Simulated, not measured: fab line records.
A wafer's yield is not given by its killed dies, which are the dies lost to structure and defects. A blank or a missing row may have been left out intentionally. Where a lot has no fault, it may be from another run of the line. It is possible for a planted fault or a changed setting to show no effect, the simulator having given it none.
fab line records    flow n5_finfet
record: lots: 24  wafers: 72  last_day: 17
route steps=1938 shown BEOL_M5@1168
lots with no fault: from the same line, run without faults
start_h: hours from the record's opening day to when the first of the lot's shown wafers began    wait_h: how many hours have passed since the lot's step before this one    " as in the row above    L1.1+2: several wafers, shown together as one row    - no value present, or no start provided    * or withheld: withheld    < > ~ a bound
route shown NAME@n: a module of which the file shows steps, and the number in the route of the first    usual: mean and standard deviation over wafers with no fault    same: alike in all rows    chamber/n: place in a boat    sites: per-site readings    _std_site: their standard deviation    _edge_site: mean of outer sites minus mean of inner sites    radius_mm: how far each site lies from the wafer's centre    mask NAME#n: copy n    behind: tool/chamber where the wafer was last shaped    hold: the reason the lot was held/the length of the hold in hours/how it ended    device: the n, p or np transistor that did not switch    end of line: tests run on the same wafers once the route is complete    a step given without rows: its recipe and nothing more    killed: dies lost to structure and defects at the first sort, not the wafer's yield    map: per-die view of a wafer (x killed, . not killed, _ where there is no die)
set.NAME: the setting the step ran with; set.NAME@STEP: the setting that earlier step ran with    model.NAME: the simulator's own value behind a step, which no gauge read
route steps across a sampled set of lots; one table per step, one row per wafer
services: the hour from which a tool's chamber was out of use, counted from the record's first day as start_h (under 0 if before that day), plus the number of hours and why
== steps ==
step: N5_BEOL_M5_CD_MEAS_35
recipe: target_cd_nm: 28  target_cd_y_nm: 24  polarity: opening
usual: cd_nm: 28.1/0.36
lot.wafer  tool       chamber  start_h  wait_h  cd_nm
L074.1     cd_sem-01  -        160.32   0.0     28.0
L074.4     "          -        "        "       27.9
L074.6     "          -        "        "       27.7
L075.1     cd_sem-02  -        176.19   0.0     27.4
L075.2     "          -        "        "       27.8
L075.4     "          -        "        "       28.1
L078.1     cd_sem-02  -        183.90   0.0     28.1
L078.3     "          -        "        "       27.8
L078.5     "          -        "        "       27.5
L077.2     cd_sem-02  -        187.88   0.0     28.7
L077.3     "          -        "        "       27.9
L077.4     "          -        "        "       28.1
L076.1     cd_sem-02  -        187.93   0.0     28.0
L076.3     "          -        "        "       27.6
L076.5     "          -        "        "       27.7
L079.1     cd_sem-01  -        191.86   0.0     28.3
L079.2     "          -        "        "       29.0
L079.4     "          -        "        "       27.6
L080.2     cd_sem-01  -        203.43   0.0     28.6
L080.4     "          -        "        "       28.8
L080.5     "          -        "        "       28.5
L081.1     cd_sem-01  -        211.69   0.0     28.1
L081.5     "          -        "        "       27.9
L081.6     "          -        "        "       28.2
L083.2     cd_sem-02  -        214.06   0.0     28.1
L083.4     "          -        "        "       28.0
L083.6     "          -        "        "       27.5
L082.1     cd_sem-01  -        217.66   0.0     28.2
L082.4     "          -        "        "       28.4
L082.6     "          -        "        "       27.7
L084.1     cd_sem-01  -        220.78   0.0     27.7
L084.2     "          -        "        "       28.2
L084.3     "          -        "        "       28.2
L085.2     cd_sem-01  -        242.39   0.0     28.0
L085.3     "          -        "        "       28.3
L085.6     "          -        "        "       28.3
L086.3     cd_sem-01  -        246.44   0.0     28.8
L086.4     "          -        "        "       27.8
L086.6     "          -        "        "       28.7
L087.1     cd_sem-01  -        247.97   0.0     27.4
L087.2     "          -        "        "       27.9
L087.5     "          -        "        "       27.8
L088.3     cd_sem-02  -        250.73   0.0     28.2
L088.4     "          -        "        "       28.0
L088.6     "          -        "        "       28.0
L089.1     cd_sem-01  -        254.13   0.0     27.8
L089.3     "          -        "        "       28.2
L089.4     "          -        "        "       28.5
L090.2     cd_sem-01  -        267.82   0.0     28.3
L090.5     "          -        "        "       28.4
L090.6     "          -        "        "       28.1
L092.1     cd_sem-02  -        275.00   0.0     27.8
L092.2     "          -        "        "       28.3
L092.5     "          -        "        "       27.9
L091.1     cd_sem-02  -        275.39   0.0     28.6
L091.4     "          -        "        "       27.7
L091.5     "          -        "        "       28.7
L093.1     cd_sem-02  -        283.05   0.0     28.3
L093.3     "          -        "        "       28.3
L093.4     "          -        "        "       28.6
L095.1     cd_sem-02  -        295.80   0.0     28.5
L095.2     "          -        "        "       28.1
L095.3     "          -        "        "       28.2
L094.2     cd_sem-02  -        303.19   0.0     27.6
L094.3     "          -        "        "       27.9
L094.6     "          -        "        "       27.6
L096.1     cd_sem-01  -        303.49   0.0     28.4
L096.4     "          -        "        "       28.3
L096.5     "          -        "        "       28.1
L097.2     cd_sem-01  -        320.31   0.0     27.9
L097.4     "          -        "        "       28.1
L097.5     "          -        "        "       28.0
step: N5_BEOL_M5_ANNEAL_82
recipe: temp_c: 400  time_s: 1800  ambient: vacuum
usual: heater_power_w: 780/82
lot.wafer  tool            chamber  start_h  wait_h  heater_power_w
L074.1     pvd_sputter-02  -        164.80   0.0     777
L074.4     "               -        "        "       698
L074.6     "               -        "        "       695
L075.1     pvd_sputter-01  -        178.56   0.0     694
L075.2     "               -        "        "       773
L075.4     "               -        "        "       665
L078.1     pvd_sputter-01  -        186.53   0.0     790
L078.3     "               -        "        "       683
L078.5     "               -        "        "       785
L077.2     pvd_sputter-03  -        190.37   0.0     815
L077.3     "               -        "        "       856
L077.4     "               -        "        "       750
L076.1     pvd_sputter-02  -        190.81   0.0     726
L076.3     "               -        "        "       958
L076.5     "               -        "        "       788
L079.1     pvd_sputter-01  -        194.51   0.0     663
L079.2     "               -        "        "       710
L079.4     "               -        "        "       759
L080.2     pvd_sputter-03  -        205.86   0.0     832
L080.4     "               -        "        "       817
L080.5     "               -        "        "       851
L081.1     pvd_sputter-01  -        215.56   0.0     658
L081.5     "               -        "        "       687
L081.6     "               -        "        "       784
L083.2     pvd_sputter-03  -        216.51   0.0     819
L083.4     "               -        "        "       778
L083.6     "               -        "        "       789
L082.1     pvd_sputter-01  -        220.50   0.0     765
L082.4     "               -        "        "       884
L082.6     "               -        "        "       761
L084.1     pvd_sputter-02  -        223.49   0.0     698
L084.2     "               -        "        "       768
L084.3     "               -        "        "       732
L085.2     pvd_sputter-03  -        244.69   0.0     773
L085.3     "               -        "        "       805
L085.6     "               -        "        "       810
L086.3     pvd_sputter-01  -        249.09   0.0     680
L086.4     "               -        "        "       890
L086.6     "               -        "        "       648
L087.1     pvd_sputter-02  -        250.73   0.0     741
L087.2     "               -        "        "       764
L087.5     "               -        "        "       717
L088.3     pvd_sputter-01  -        253.52   0.0     677
L088.4     "               -        "        "       773
L088.6     "               -        "        "       657
L089.1     pvd_sputter-02  -        257.47   0.0     780
L089.3     "               -        "        "       1000
L089.4     "               -        "        "       687
L090.2     pvd_sputter-02  -        270.35   0.0     721
L090.5     "               -        "        "       982
L090.6     "               -        "        "       731
L092.1     pvd_sputter-02  -        277.38   0.0     787
L092.2     "               -        "        "       746
L092.5     "               -        "        "       689
L091.1     pvd_sputter-03  -        278.35   0.0     872
L091.4     "               -        "        "       790
L091.5     "               -        "        "       769
L093.1     pvd_sputter-03  -        286.63   0.0     749
L093.3     "               -        "        "       870
L093.4     "               -        "        "       800
L095.1     pvd_sputter-01  -        298.04   0.0     703
L095.2     "               -        "        "       837
L095.3     "               -        "        "       766
L094.2     pvd_sputter-03  -        305.31   0.0     805
L094.3     "               -        "        "       796
L094.6     "               -        "        "       813
L096.1     pvd_sputter-01  -        306.86   0.0     756
L096.4     "               -        "        "       873
L096.5     "               -        "        "       665
L097.2     pvd_sputter-03  -        323.95   0.0     785
L097.4     "               -        "        "       822
L097.5     "               -        "        "       753
step: N5_BEOL_M5_SPUTTER_88
recipe: material: Cu  target_thk_a: 150  temp_c: -20  chamber_pressure_pa: 0.07  power_w: withheld  time_s: 27.62
usual: chamber_pressure_pa: 0.07/0.00014  throttle_valve_pct: 30.1/0.66
lot.wafer  tool            chamber  start_h  wait_h  chamber_pressure_pa  throttle_valve_pct
L074.1     pvd_sputter-02  -        166.89   0.5     0.06992              30.3
L074.4     "               -        "        "       0.07002              29.2
L074.6     "               -        "        "       0.06989              29.0
L075.1     pvd_sputter-01  -        180.65   0.5     0.06999              30.3
L075.2     "               -        "        "       0.06993              29.5
L075.4     "               -        "        "       0.06981              29.9
L078.1     pvd_sputter-01  -        188.62   0.5     0.06987              29.5
L078.3     "               -        "        "       0.07007              30.0
L078.5     "               -        "        "       0.06995              29.5
L077.2     pvd_sputter-03  -        192.46   0.5     0.07005              29.9
L077.3     "               -        "        "       0.07003              29.4
L077.4     "               -        "        "       0.06981              30.4
L076.1     pvd_sputter-02  -        192.90   0.5     0.07001              31.1
L076.3     "               -        "        "       0.07                 29.1
L076.5     "               -        "        "       0.06999              30.7
L079.1     pvd_sputter-01  -        196.61   0.5     0.06996              30.2
L079.2     "               -        "        "       0.07005              29.9
L079.4     "               -        "        "       0.06997              29.7
L080.2     pvd_sputter-03  -        207.95   0.5     0.06989              29.0
L080.4     "               -        "        "       0.06992              29.7
L080.5     "               -        "        "       0.06993              29.1
L081.1     pvd_sputter-01  -        217.65   0.5     0.07002              29.8
L081.5     "               -        "        "       0.0703               30.2
L081.6     "               -        "        "       0.07009              29.7
L083.2     pvd_sputter-03  -        220.85   0.5     0.07009              29.7
L083.4     "               -        "        "       0.06985              30.6
L083.6     "               -        "        "       0.0698               30.5
L082.1     pvd_sputter-01  -        222.60   0.5     0.06992              29.6
L082.4     "               -        "        "       0.07012              30.4
L082.6     "               -        "        "       0.07012              29.6
L084.1     pvd_sputter-02  -        225.58   0.5     0.06993              29.5
L084.2     "               -        "        "       0.07023              30.7
L084.3     "               -        "        "       0.06997              31.2
L085.2     pvd_sputter-03  -        246.78   0.5     0.06996              30.4
L085.3     "               -        "        "       0.06999              31.1
L085.6     "               -        "        "       0.07028              29.8
L086.3     pvd_sputter-01  -        251.18   0.5     0.07006              29.9
L086.4     "               -        "        "       0.0703               30.7
L086.6     "               -        "        "       0.07                 29.9
L087.1     pvd_sputter-02  -        252.83   0.5     0.07                 30.8
L087.2     "               -        "        "       0.06999              30.8
L087.5     "               -        "        "       0.06988              29.2
L088.3     pvd_sputter-01  -        255.61   0.5     0.07017              30.2
L088.4     "               -        "        "       0.06997              29.5
L088.6     "               -        "        "       0.07001              29.9
L089.1     pvd_sputter-02  -        259.56   0.5     0.06985              30.6
L089.3     "               -        "        "       0.06993              29.2
L089.4     "               -        "        "       0.06997              29.1
L090.2     pvd_sputter-02  -        272.45   0.5     0.06998              29.0
L090.5     "               -        "        "       0.07007              29.1
L090.6     "               -        "        "       0.07027              31.3
L092.1     pvd_sputter-02  -        279.47   0.5     0.06994              30.8
L092.2     "               -        "        "       0.07                 31.3
L092.5     "               -        "        "       0.0696               29.1
L091.1     pvd_sputter-03  -        280.44   0.5     0.07019              29.1
L091.4     "               -        "        "       0.07005              30.0
L091.5     "               -        "        "       0.07017              31.0
L093.1     pvd_sputter-03  -        288.73   0.5     0.07001              30.4
L093.3     "               -        "        "       0.07003              29.1
L093.4     "               -        "        "       0.06985              31.2
L095.1     pvd_sputter-01  -        300.13   0.5     0.06989              30.1
L095.2     "               -        "        "       0.07019              30.6
L095.3     "               -        "        "       0.07011              29.7
L094.2     pvd_sputter-03  -        307.41   0.5     0.07027              30.8
L094.3     "               -        "        "       0.06986              29.8
L094.6     "               -        "        "       0.06989              29.4
L096.1     pvd_sputter-01  -        308.95   0.5     0.07016              29.4
L096.4     "               -        "        "       0.07                 30.4
L096.5     "               -        "        "       0.06975              30.0
L097.2     pvd_sputter-03  -        326.04   0.5     0.07                 31.1
L097.4     "               -        "        "       0.06988              29.8
L097.5     "               -        "        "       0.06999              30.4
step: N5_BEOL_M5_ANNEAL_89
recipe: temp_c: 400  time_s: 1800  ambient: vacuum
usual: heater_power_w: 777/80
lot.wafer  tool            chamber  start_h  wait_h  heater_power_w
L074.1     pvd_sputter-02  -        166.97   0.0     790
L074.4     "               -        "        "       702
L074.6     "               -        "        "       690
L075.1     pvd_sputter-01  -        180.73   0.0     719
L075.2     "               -        "        "       788
L075.4     "               -        "        "       672
L078.1     pvd_sputter-01  -        188.70   0.0     772
L078.3     "               -        "        "       660
L078.5     "               -        "        "       759
L077.2     pvd_sputter-03  -        192.54   0.0     798
L077.3     "               -        "        "       851
L077.4     "               -        "        "       754
L076.1     pvd_sputter-02  -        192.98   0.0     727
L076.3     "               -        "        "       967
L076.5     "               -        "        "       794
L079.1     pvd_sputter-01  -        196.69   0.0     667
L079.2     "               -        "        "       699
L079.4     "               -        "        "       766
L080.2     pvd_sputter-03  -        208.03   0.0     851
L080.4     "               -        "        "       820
L080.5     "               -        "        "       880
L081.1     pvd_sputter-01  -        217.73   0.0     665
L081.5     "               -        "        "       691
L081.6     "               -        "        "       767
L083.2     pvd_sputter-03  -        220.93   0.0     816
L083.4     "               -        "        "       760
L083.6     "               -        "        "       768
L082.1     pvd_sputter-01  -        222.68   0.0     790
L082.4     "               -        "        "       891
L082.6     "               -        "        "       789
L084.1     pvd_sputter-02  -        225.66   0.0     694
L084.2     "               -        "        "       792
L084.3     "               -        "        "       713
L085.2     pvd_sputter-03  -        246.86   0.0     771
L085.3     "               -        "        "       794
L085.6     "               -        "        "       808
L086.3     pvd_sputter-01  -        251.26   0.0     690
L086.4     "               -        "        "       851
L086.6     "               -        "        "       670
L087.1     pvd_sputter-02  -        252.91   0.0     725
L087.2     "               -        "        "       796
L087.5     "               -        "        "       693
L088.3     pvd_sputter-01  -        255.69   0.0     665
L088.4     "               -        "        "       771
L088.6     "               -        "        "       659
L089.1     pvd_sputter-02  -        259.64   0.0     798
L089.3     "               -        "        "       997
L089.4     "               -        "        "       695
L090.2     pvd_sputter-02  -        272.53   0.0     708
L090.5     "               -        "        "       960
L090.6     "               -        "        "       743
L092.1     pvd_sputter-02  -        279.55   0.0     760
L092.2     "               -        "        "       722
L092.5     "               -        "        "       682
L091.1     pvd_sputter-03  -        280.52   0.0     826
L091.4     "               -        "        "       751
L091.5     "               -        "        "       789
L093.1     pvd_sputter-03  -        288.81   0.0     760
L093.3     "               -        "        "       848
L093.4     "               -        "        "       786
L095.1     pvd_sputter-01  -        300.21   0.0     698
L095.2     "               -        "        "       852
L095.3     "               -        "        "       768
L094.2     pvd_sputter-03  -        307.49   0.0     804
L094.3     "               -        "        "       788
L094.6     "               -        "        "       817
L096.1     pvd_sputter-01  -        309.03   0.0     764
L096.4     "               -        "        "       868
L096.5     "               -        "        "       632
L097.2     pvd_sputter-03  -        326.12   0.0     776
L097.4     "               -        "        "       823
L097.5     "               -        "        "       760
step: N5_BEOL_M5_SPUTTER_90
recipe: material: Cu  target_thk_a: 45  temp_c: -20  chamber_pressure_pa: 0.07  power_w: withheld  time_s: 8.29
usual: chamber_pressure_pa: 0.06999/0.00013  throttle_valve_pct: 30.1/0.66
lot.wafer  tool            chamber  start_h  wait_h  chamber_pressure_pa  throttle_valve_pct
L074.1     pvd_sputter-02  -        167.98   0.5     0.07006              30.6
L074.4     "               -        "        "       0.07009              29.1
L074.6     "               -        "        "       0.06997              29.2
L075.1     pvd_sputter-01  -        181.74   0.5     0.0699               30.2
L075.2     "               -        "        "       0.06978              29.7
L075.4     "               -        "        "       0.07015              30.0
L078.1     pvd_sputter-01  -        189.71   0.5     0.06991              29.7
L078.3     "               -        "        "       0.07005              30.0
L078.5     "               -        "        "       0.06998              29.6
L077.2     pvd_sputter-03  -        193.55   0.5     0.07029              29.6
L077.3     "               -        "        "       0.06996              29.2
L077.4     "               -        "        "       0.07012              30.7
L076.1     pvd_sputter-02  -        193.99   0.5     0.06989              31.0
L076.3     "               -        "        "       0.06984              29.2
L076.5     "               -        "        "       0.07                 30.6
L079.1     pvd_sputter-01  -        197.69   0.5     0.07013              29.8
L079.2     "               -        "        "       0.07023              30.0
L079.4     "               -        "        "       0.07007              29.5
L080.2     pvd_sputter-03  -        209.04   0.5     0.07001              29.2
L080.4     "               -        "        "       0.06984              29.9
L080.5     "               -        "        "       0.07001              29.3
L081.1     pvd_sputter-01  -        218.74   0.5     0.06987              30.1
L081.5     "               -        "        "       0.07015              30.2
L081.6     "               -        "        "       0.07                 29.6
L083.2     pvd_sputter-03  -        221.94   0.5     0.07004              29.6
L083.4     "               -        "        "       0.0698               30.5
L083.6     "               -        "        "       0.06991              30.5
L082.1     pvd_sputter-01  -        223.68   0.5     0.06991              29.6
L082.4     "               -        "        "       0.07001              30.9
L082.6     "               -        "        "       0.06983              29.6
L084.1     pvd_sputter-02  -        226.67   0.5     0.06985              29.4
L084.2     "               -        "        "       0.06992              30.5
L084.3     "               -        "        "       0.07012              31.4
L085.2     pvd_sputter-03  -        247.87   0.5     0.06984              30.2
L085.3     "               -        "        "       0.07035              31.1
L085.6     "               -        "        "       0.07009              29.7
L086.3     pvd_sputter-01  -        252.27   0.5     0.07019              29.9
L086.4     "               -        "        "       0.06996              30.7
L086.6     "               -        "        "       0.06995              30.1
L087.1     pvd_sputter-02  -        253.91   0.5     0.07007              31.2
L087.2     "               -        "        "       0.07018              30.9
L087.5     "               -        "        "       0.07023              29.2
L088.3     pvd_sputter-01  -        256.70   0.5     0.06998              30.0
L088.4     "               -        "        "       0.07003              29.4
L088.6     "               -        "        "       0.07012              30.2
L089.1     pvd_sputter-02  -        260.65   0.5     0.06994              30.5
L089.3     "               -        "        "       0.0699               29.3
L089.4     "               -        "        "       0.07                 29.1
L090.2     pvd_sputter-02  -        273.53   0.5     0.06989              29.1
L090.5     "               -        "        "       0.07019              29.1
L090.6     "               -        "        "       0.07007              31.2
L092.1     pvd_sputter-02  -        280.56   0.5     0.06995              30.8
L092.2     "               -        "        "       0.06986              31.1
L092.5     "               -        "        "       0.07004              29.2
L091.1     pvd_sputter-03  -        281.53   0.5     0.07019              29.4
L091.4     "               -        "        "       0.06987              30.5
L091.5     "               -        "        "       0.06995              31.0
L093.1     pvd_sputter-03  -        289.81   0.5     0.0697               30.5
L093.3     "               -        "        "       0.07001              29.4
L093.4     "               -        "        "       0.06996              30.9
L095.1     pvd_sputter-01  -        301.22   0.5     0.06976              30.0
L095.2     "               -        "        "       0.06983              30.5
L095.3     "               -        "        "       0.06999              29.8
L094.2     pvd_sputter-03  -        308.49   0.5     0.06998              31.1
L094.3     "               -        "        "       0.07021              29.6
L094.6     "               -        "        "       0.06989              29.8
L096.1     pvd_sputter-01  -        310.04   0.5     0.07012              29.6
L096.4     "               -        "        "       0.06991              30.6
L096.5     "               -        "        "       0.06999              29.9
L097.2     pvd_sputter-03  -        327.13   0.5     0.07015              31.2
L097.4     "               -        "        "       0.07016              29.5
L097.5     "               -        "        "       0.07003              30.3
step: N5_BEOL_M5_ANNEAL_51
recipe: temp_c: 225  time_s: 90  ambient: N2
usual: wafer_temp_C_max: 226.18/0.29
lot.wafer  tool           chamber  start_h  wait_h  wafer_temp_C_max
L074.1     rtp_anneal-01  0        168.18   0.1     225.91
L074.4     "              0        "        "       226.22
L074.6     "              0        "        "       226.12
L075.1     rtp_anneal-01  0        181.94   0.1     226.18
L075.2     "              0        "        "       226.32
L075.4     "              0        "        "       225.67
L078.1     rtp_anneal-02  0        189.94   0.1     226.06
L078.3     "              0        "        "       226.19
L078.5     "              0        "        "       226.08
L077.2     rtp_anneal-01  0        193.80   0.1     226.74
L077.3     "              0        "        "       226.71
L077.4     "              0        "        "       226.82
L076.1     rtp_anneal-02  0        194.46   0.3     225.88
L076.3     "              0        "        "       226.06
L076.5     "              0        "        "       225.79
L079.1     rtp_anneal-02  0        197.90   0.1     226.48
L079.2     "              0        "        "       226.21
L079.4     "              0        "        "       226.26
L080.2     rtp_anneal-01  0        209.29   0.1     225.79
L080.4     "              0        "        "       225.73
L080.5     "              0        "        "       226.07
L081.1     rtp_anneal-01  0        218.94   0.1     225.60
L081.5     "              0        "        "       226.05
L081.6     "              0        "        "       226.43
L083.2     rtp_anneal-02  0        222.19   0.1     226.53
L083.4     "              0        "        "       225.72
L083.6     "              0        "        "       226.73
L082.1     rtp_anneal-02  0        223.89   0.1     226.15
L082.4     "              0        "        "       226.04
L082.6     "              0        "        "       225.91
L084.1     rtp_anneal-01  0        226.97   0.2     226.01
L084.2     "              0        "        "       225.86
L084.3     "              0        "        "       225.95
L085.2     rtp_anneal-01  0        248.12   0.1     226.30
L085.3     "              0        "        "       226.21
L085.6     "              0        "        "       226.48
L086.3     rtp_anneal-01  0        252.56   0.1     226.09
L086.4     "              0        "        "       226.44
L086.6     "              0        "        "       225.84
L087.1     rtp_anneal-02  0        254.13   0.1     225.92
L087.2     "              0        "        "       226.52
L087.5     "              0        "        "       226.40
L088.3     rtp_anneal-02  0        256.99   0.1     226.28
L088.4     "              0        "        "       225.97
L088.6     "              0        "        "       226.25
L089.1     rtp_anneal-01  0        260.85   0.1     226.45
L089.3     "              0        "        "       226.20
L089.4     "              0        "        "       226.02
L090.2     rtp_anneal-01  0        273.78   0.1     226.04
L090.5     "              0        "        "       226.37
L090.6     "              0        "        "       226.52
L092.1     rtp_anneal-01  0        280.76   0.1     226.03
L092.2     "              0        "        "       225.92
L092.5     "              0        "        "       225.88
L091.1     rtp_anneal-02  0        281.73   0.1     226.32
L091.4     "              0        "        "       226.25
L091.5     "              0        "        "       225.95
L093.1     rtp_anneal-02  0        290.02   0.1     226.32
L093.3     "              0        "        "       226.33
L093.4     "              0        "        "       226.20
L095.1     rtp_anneal-01  0        301.42   0.1     226.02
L095.2     "              0        "        "       225.85
L095.3     "              0        "        "       226.55
L094.2     rtp_anneal-02  0        308.74   0.1     226.38
L094.3     "              0        "        "       226.76
L094.6     "              0        "        "       226.45
L096.1     rtp_anneal-01  0        310.24   0.1     226.44
L096.4     "              0        "        "       226.37
L096.5     "              0        "        "       226.22
L097.2     rtp_anneal-02  0        327.38   0.1     226.18
L097.4     "              0        "        "       225.87
L097.5     "              0        "        "       226.72
== services ==
tool            chamber  start_h  hours  kind
pvd_sputter-02  -        153.89   1.6    repair
pvd_sputter-02  -        288.44   40.3   repair
== key ==
fault none
